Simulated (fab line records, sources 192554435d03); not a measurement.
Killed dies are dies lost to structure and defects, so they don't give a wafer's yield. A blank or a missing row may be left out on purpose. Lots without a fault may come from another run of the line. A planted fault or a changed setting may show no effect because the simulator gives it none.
One fault seen from 2 desks | flow n5_finfet | each desk has only its own numbers; what lay behind them comes last

THE METROLOGY DESK
What the gauges read, lot by lot, whatever tool the lot ran on: means of the sampled wafers that have a number. A lot is out of limits, marked OUT, if its mean lies more than 4 standard deviations from the usual mean; the brackets give that distance. Of its 11 readings 7 are shown: those that lie furthest out on some lot.
Columns: A = NWFM_OVL at N5_HKMG_FIN_OVL_MEAS_13, usual -0.3 nm; B = DIBL_N at N5_BEOL_M4_RC_MEAS_101, usual 36.3 mV/V; C = IOFF_P at N5_BEOL_M4_RC_MEAS_101, usual 0.21 nA/um; D = ION_P at N5_BEOL_M4_RC_MEAS_101, usual 461 uA/um; E = SS_N at N5_BEOL_M4_RC_MEAS_101, usual 71.6 mV/dec; F = SS_P at N5_BEOL_M4_RC_MEAS_101, usual 73.3 mV/dec; G = VT_P at N5_BEOL_M4_RC_MEAS_101, usual -251 mV
lot  | first seen here | A    | B    | C    | D   | E    | F    | G
L259 | day 4 13:38     | -0.4 | 34.2 | 0.17 | 452 | 71.2 | 73.1 | -252
L260 | day 4 22:13     | -0.3 | 35.4 | 0.18 | 454 | 72.0 | 73.3 | -253
L261 | day 5 05:34     | -0.6 | 37.9 | 0.26 | 467 | 72.0 | 74.1 | -246
L262 | day 5 09:09     | 0.8  | 34.1 | 0.20 | 465 | 70.6 | 73.1 | -249
L268 | day 6 22:40     | -0.1 | -    | -    | -   | -    | -    | -
L271 | day 7 15:46     | 0.3  | -    | -    | -   | -    | -    | -
L272 | day 8 00:37     | -1.3 | -    | -    | -   | -    | -    | -
L274 | day 8 07:32     | 0.1  | 36.9 | 0.20 | 457 | 71.4 | 73.2 | -252
L275 | day 8 14:59     | -0.2 | 37.6 | 0.22 | 463 | 72.0 | 73.4 | -252
L279 | day 9 15:07     | -0.5 | 36.1 | 0.17 | 458 | 71.1 | 72.4 | -254
This desk's finding: nothing out of limits on any of the 10 lots.

THE TOOL OWNER'S DESK: rie_diel-06
The tool's own readings at N5_HKMG_FIN_ETCH_86 (etches SOC in N2/H2, stops on TiN, target depth 393.2 nm): means of the sampled wafers that have a number, for each lot that ran on this tool. A lot is out of limits, marked OUT, if its mean lies more than 4 standard deviations from the usual mean; the brackets give that distance.
Columns: A = drypump_motor_current_A at N5_HKMG_FIN_ETCH_86, usual 5.6 A; B = oes_product_au at N5_HKMG_FIN_ETCH_86, usual 0.75 a.u.; C = rf_fwd_power_W at N5_HKMG_FIN_ETCH_86, usual 843.7 W; D = rf_vpp_V at N5_HKMG_FIN_ETCH_86, usual 240.9 V; E = showerhead_plenum_p_Torr at N5_HKMG_FIN_ETCH_86, usual 2.55 Torr; F = throttle_valve_pct at N5_HKMG_FIN_ETCH_86, usual 17.98 %
lot  | first seen here | A   | B    | C                | D               | E    | F
L261 | day 5 07:01     | 5.9 | 0.69 | 842.6            | 240.7           | 2.57 | 18.04
L262 | day 5 10:36     | 6.0 | 0.68 | 838.7            | 241.1           | 2.57 | 18.05
L268 | day 7 00:17     | 5.9 | 0.69 | 1047.8 (+73) OUT | 223.3 (-14) OUT | 2.53 | 18.22
L271 | day 7 17:08     | 5.7 | 0.70 | 1049.0 (+73) OUT | 223.9 (-13) OUT | 2.50 | 18.14
L272 | day 8 02:00     | 5.7 | 0.69 | 1047.4 (+73) OUT | 222.9 (-14) OUT | 2.50 | 18.14
This desk's finding: out of limits on L268, L271, L272; first on L268, day 7 00:17 (rf_fwd_power_W at N5_HKMG_FIN_ETCH_86). In limits: L261, L262.

PUT TOGETHER
The tool owner's desk could have raised an alarm at day 7 00:17, on L268, L271, L272.
The metrology desk saw nothing out of limits.
The metrology desk has L268, L271, L272 on record, within its limits.
Of the lots named, all ran N5_HKMG_FIN_ETCH_86 on rie_diel-06.

WHAT THE SIMULATOR HAD PUT IN
Process parameter drift: rie_diel-06, from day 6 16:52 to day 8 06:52, at N5_HKMG_FIN_ETCH_86. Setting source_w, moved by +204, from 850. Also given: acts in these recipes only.
Lots struck among those shown: L268, L271, L272.
Hours from the fault's start to each desk's first reading out of limits: the tool owner's desk, 7.
